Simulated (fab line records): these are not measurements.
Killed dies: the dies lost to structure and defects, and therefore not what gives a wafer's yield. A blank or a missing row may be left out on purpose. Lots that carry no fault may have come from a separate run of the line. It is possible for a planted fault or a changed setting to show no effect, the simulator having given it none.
Matching of chambers + flow n5_finfet + ald_metal-04 running N5_HKMG_FIN_PWFM_ALD_03: 4 sister chambers
The step deposits TiN, target thk 2 nm, pulse time 1 s, purge time 3 s. 14 wafers are shown with their chamber, then 7 later ones without.

EACH WAFER AND ITS CHAMBER
| wafer  | chamber | heater_power_w (W) | precursor_pulse_height_rel |
|--------|---------|--------------------|----------------------------|
| L076.2 | 1       | 862                | 0.971                      |
| L076.5 | 1       | 844                | 1.023                      |
| L076.6 | 0       | 891                | 1.011                      |
| L086.2 | 1       | 842                | 0.945                      |
| L086.3 | 0       | 895                | 0.968                      |
| L086.6 | 3       | 769                | 1.025                      |
| L088.1 | 2       | 867                | 1.013                      |
| L088.2 | 3       | 768                | 1.026                      |
| L088.3 | 1       | 848                | 0.999                      |
| L089.2 | 2       | 873                | 0.998                      |
| L089.4 | 2       | 882                | 1.025                      |
| L089.5 | 3       | 788                | 0.998                      |
| L090.2 | 3       | 777                | 1.023                      |
| L090.3 | 2       | 886                | 0.994                      |

SIGNATURES (averages over the wafers above)
| reading                    | chamber 0 | chamber 1 | chamber 2 | chamber 3 | scatter within a chamber |
|----------------------------|-----------|-----------|-----------|-----------|--------------------------|
| heater_power_w             | 893.00    | 849.00    | 877.00    | 775.50    | 8.55                     |
| precursor_pulse_height_rel | 0.98950   | 0.98450   | 1.00750   | 1.01800   | 0.0235                   |
Rule: a wafer lies at a distance from a chamber equal to the root of the sum of squares, over the readings, of (its reading less the chamber's mean, divided by the reading's scatter). The wafer belongs to the nearest chamber; if the next one is less than 2 further off, it can't be placed. The scatter is the square root of a quotient: the sum, over the shown wafers, of each reading's squared deviation from its chamber's mean, divided by wafers minus chambers.

WAFERS WITHOUT THEIR CHAMBER
| wafer  | heater_power_w (W) | precursor_pulse_height_rel |
|--------|--------------------|----------------------------|
| L090.6 | 773                | 1.010                      |
| L092.2 | 784                | 1.034                      |
| L092.3 | 878                | 0.970                      |
| L092.4 | 820                | 0.981                      |
| L097.2 | 771                | 0.993                      |
| L097.4 | 904                | 1.001                      |
| L097.5 | 886                | 1.005                      |

EACH ONE'S CHAMBER
| wafer  | from the rows above          | in truth |
|--------|------------------------------|----------|
| L090.6 | 3                            | 3        |
| L092.2 | 3                            | 3        |
| L092.3 | can't be placed: 2 or 0 or 1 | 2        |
| L092.4 | 1                            | 1        |
| L097.2 | 3                            | 3        |
| L097.4 | can't be placed: 0 or 2      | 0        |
| L097.5 | can't be placed: 0 or 2      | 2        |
Correct placement for 4 of the 7. Can't be placed from these rows: 3 (the true chamber is among the candidates in 3). 0 placed wrongly.
